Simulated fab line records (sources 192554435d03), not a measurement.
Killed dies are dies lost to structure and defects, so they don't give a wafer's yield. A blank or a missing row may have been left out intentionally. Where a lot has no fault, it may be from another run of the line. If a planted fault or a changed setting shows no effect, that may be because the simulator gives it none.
A lot that was struck, set against a sound lot | flow n5Finfet | 40 steps out of a route of 1938
Sound: wafers L384.2, L384.3, L384.4. Wafers struck: L380.2, L380.3, L380.6. Last of all comes the cause.
Order at every step that has rows: each side's tool, ch and its chambers, its first start. Under that, the readings that differ: sound wafers | struck wafers | difference of the means | sigmas: that difference in standard deviations of wafers without a fault.
alike: words and numbers the same on both sides, and readings whose means are apart by under 2 such deviations; not compared: readings that were withheld, readings missing a value for some wafer, numbers with overlapping values and no deviation given by the record, and bounds like >300 which may hide the same value.
A row with sigmas, a row that says differs or no value, or rows on one side alone: a step with any of these is where the two part. Numbers that have no deviation but don't overlap get no sigmas and don't part them. Lack of a reading on every wafer of one side parts them only where that side has two or more wafers.

first, 10 steps without rows for these wafers: N5_SDB_STRIP_22 (strips in N2/H2); N5_SDB_PRECLEAN_23 (cleans in dHF, time 30 s); N5_SDB_DUMMY_REMOVE_24 (chemistry TMAH, target poly-Si, stops on SiO2, target depth 142 nm, time 57 s, rinse time 30 s); N5_SDB_ETCH_25 (etches SiO2 in C4F6/O2, target depth 10 nm, time 3.3 s); N5_SDB_CUT_ETCH_26 (etches Si in HBr/Cl2/O2, target depth 129.6 nm, bt time 20 s, time 51.8 s); N5_SDB_PRECLEAN_38 (cleans in dHF, time 10 s); N5_SDB_PRECLEAN_39 (cleans in O3/DIW, time 45 s); N5_SDB_SRD_28 (time 30 s); N5_SDB_ALD_29 (deposits SiNx, target thk 30 nm, pulse time 1 s, ald cycles 600); N5_SDB_CMP_30 (polishes, stops on poly-Si, t overpolish 1.54 s, target thk 30 nm).
N5_DUMMY_REMOVAL_HM_STRIP_01: strips SiNx in CH3F/O2, stops on poly-Si, target depth 4 nm, time 6.8 s.
  sound on rieDiel-06 ch 1,2,3, day 8 06:09; struck on rieDiel-06 ch 1,2, day 7 05:08
  no value came back on the struck wafers for any of 9 readings (CH3F_flow_sccm (sccm), O2_flow_sccm (sccm) and others); on the sound wafers CH3F_flow_sccm (sccm) reads 29.86 30.04 29.84
reading                             | sound          | struck       | difference | sigmas
model.SiNx_of_SDB_ALD_29.thkNm (nm) | 29.6 29.6 29.4 | 30 29.8 29.8 | +0         | 
then, 3 steps without rows for these wafers: N5_DUMMY_REMOVAL_STRIP_10 (strips in N2/H2, time 40 s); N5_DUMMY_REMOVAL_PRECLEAN_07 (cleans in dHF, time 30 s); N5_DUMMY_REMOVAL_DUMMY_REMOVE_02 (chemistry TMAH, target poly-Si, stops on SiO2, target depth 142 nm, time 57 s, rinse time 30 s).
N5_DUMMY_REMOVAL_INSPECT_06: inspects for defects (brightfield).
  sound: defectInspect-02 at day 8 06:21; struck: defectInspect-02 at day 7 05:20
reading        | sound  | struck      | difference | sigmas
rawDefectCount | 4 5 17 | 141 160 143 | +139       | +20
then, 22 steps without rows for these wafers: N5_DUMMY_REMOVAL_PRECLEAN_08 (cleans in NF3:NH3, afs cycles 2, time 20 s, sublimation time 60 s); N5_DUMMY_REMOVAL_PRECLEAN_04 (cleans in DHF, time 37 s); N5_DUMMY_REMOVAL_SRD_05 (time 30 s); N5_HKMG_FIN_IL_REGROW_00 (material SiO2, chemistry O3, target thk 0.75 nm, time 30 s); N5_HKMG_FIN_HK_ALD_01 (deposits HfO2, target thk 1.6 nm, pulse time 3 s, purge time 3 s); N5_HKMG_FIN_HK_ANNEAL_02 (time 30 s); N5_HKMG_FIN_ALD_74 (deposits La2O3, target thk 0.5 nm, pulse time 6 s, co reactant pulse time 1 s); N5_HKMG_FIN_ALD_75 (deposits Al2O3, target thk 1 nm, co reactant pulse time 1 s); N5_HKMG_FIN_COAT_41 (time 60 s, resist thk 300 nm); N5_HKMG_FIN_COAT_42 (time 60 s, resist thk 35 nm); N5_HKMG_FIN_COAT_43 (resist thk 90 nm); N5_HKMG_FIN_EBR_45; N5_HKMG_FIN_SOFTBAKE_44 (time 60 s); N5_HKMG_FIN_EXPOSE_46 (exposes mask NDIPOLE); N5_HKMG_FIN_PEB_47 (peb time 60 s); N5_HKMG_FIN_DEVELOP_48 (develop time 30 s); N5_HKMG_FIN_DESCUM_53 (chemistry O2, time 7.9 s); N5_HKMG_FIN_ETCH_54 (etches SiARC in CF4, target depth 45.5 nm, time 75.8 s); N5_HKMG_FIN_ETCH_55 (etches SOC in N2/H2, target depth 240 nm, time 300 s); N5_HKMG_FIN_STRIP_56 (strips in N2/H2); N5_HKMG_FIN_STRIP_57 (strips in CF4); N5_HKMG_FIN_ETCH_58 (etches SOC in N2/H2, target depth 215.8 nm, time 741 s).
N5_GATE_CUT_ETCH_58: etches SiNx in CH3F/O2, target depth 17 nm, time 128.6 s.
  sound on rieDiel-06 ch 0,1,3, day 8 17:13; struck on rieDiel-03 ch 0,1,3, day 7 15:58
reading                             | sound          | struck     | difference | sigmas
model.SiNx_of_SDB_ALD_29.thkNm (nm) | 24.8 24.8 24.6 | 25.2 25 25 | +0.3       | 
  alike: O2_flow_sccm, drypumpMotorCurrentA, oesProductAu, rfVppV, showerheadPlenumPTorr, throttleValvePct
  not compared: rfHoursCounterH
-- a jump in the record: the struck wafers' starts before and after are 4 days apart (it breaks off in module GATE_CUT and resumes in module BEOL_M4, where the first step shown is number 1111 of the route) --
N5_BEOL_M4_RC_MEAS_101:
  sound on prober-01 ch 0, day 12 17:48; struck on prober-01 ch 0, day 12 00:03
  alike: DIBL_N, DIBL_P, IOFF_N, IOFF_P, ION_N, ION_P, SS_N, SS_P, VT_N, VT_P
-- here the record skips 5 days between the struck wafers' starts before and after, leaving off in module BEOL_M4 and picking up in module PASSIVATION (first step shown: number 1936 of the route) --
N5_PASSIVATION_PROBE_49:
  the record has rows for the struck wafers here (prober-01, day 16 12:37) and none for the sound ones

WHERE THEY PART
First at N5_DUMMY_REMOVAL_HM_STRIP_01; last, within this record, at N5_PASSIVATION_PROBE_49.

WHY: the cause the simulator had injected
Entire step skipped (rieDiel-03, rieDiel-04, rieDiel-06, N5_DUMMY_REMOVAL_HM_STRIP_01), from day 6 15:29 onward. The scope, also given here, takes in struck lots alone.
